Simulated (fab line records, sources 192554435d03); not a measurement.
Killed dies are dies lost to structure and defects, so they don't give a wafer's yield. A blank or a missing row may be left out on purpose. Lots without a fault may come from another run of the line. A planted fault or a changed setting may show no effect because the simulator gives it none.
Chamber matching | flow n5_finfet | N5_BEOL_M15_ETCH_59 on rie_diel-03: 4 sister chambers
The step etches BARC in N2/H2, target depth 89 nm, overetch 26.7 nm, time 67.9 s. 4 wafers are shown with their chamber, then 8 later ones without.

WAFERS WITH THEIR CHAMBER
wafer  | chamber | showerhead_plenum_p_Torr (Torr)
L083.3 | 3       | 2.60
L085.1 | 1       | 2.58
L085.3 | 0       | 2.42
L088.1 | 2       | 2.48

WAFERS WITHOUT THEIR CHAMBER
wafer  | showerhead_plenum_p_Torr (Torr)
L088.2 | 2.58
L088.4 | 2.59
L096.1 | 2.58
L096.5 | 2.58
L096.6 | 2.48
L097.4 | 2.72
L097.5 | 2.72
L097.6 | 2.58

WHICH CHAMBER EACH WENT THROUGH
wafer  | from the rows above               | in truth
L088.2 | can't be placed: 1 or 3 or 2      | 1
L088.4 | can't be placed: 1 or 3 or 2      | 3
L096.1 | can't be placed: 1 or 3 or 2      | 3
L096.5 | can't be placed: 1 or 3 or 2      | 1
L096.6 | can't be placed: 2 or 0 or 1 or 3 | 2
L097.4 | can't be placed: 3 or 1 or 2      | 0
L097.5 | can't be placed: 3 or 1 or 2      | 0
L097.6 | can't be placed: 1 or 3 or 2      | 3
Placed correctly: 0 of 8. Can't be placed from these rows: 8 (the true chamber is among the candidates in 6). Placed wrongly: 0.
How it was worked out, from the rows above alone: a wafer's distance from a chamber is the root of the sum, over the readings, of the square of ((its reading less the chamber's mean) divided by the reading's scatter). The wafer belongs to the nearest chamber; if the next one is less than 2 further off, it can't be placed. A chamber's mean is the mean of its shown wafers. The scatter: with one shown wafer a chamber, the root of the mean of the squares of how far each hidden wafer lies from its nearest shown one.
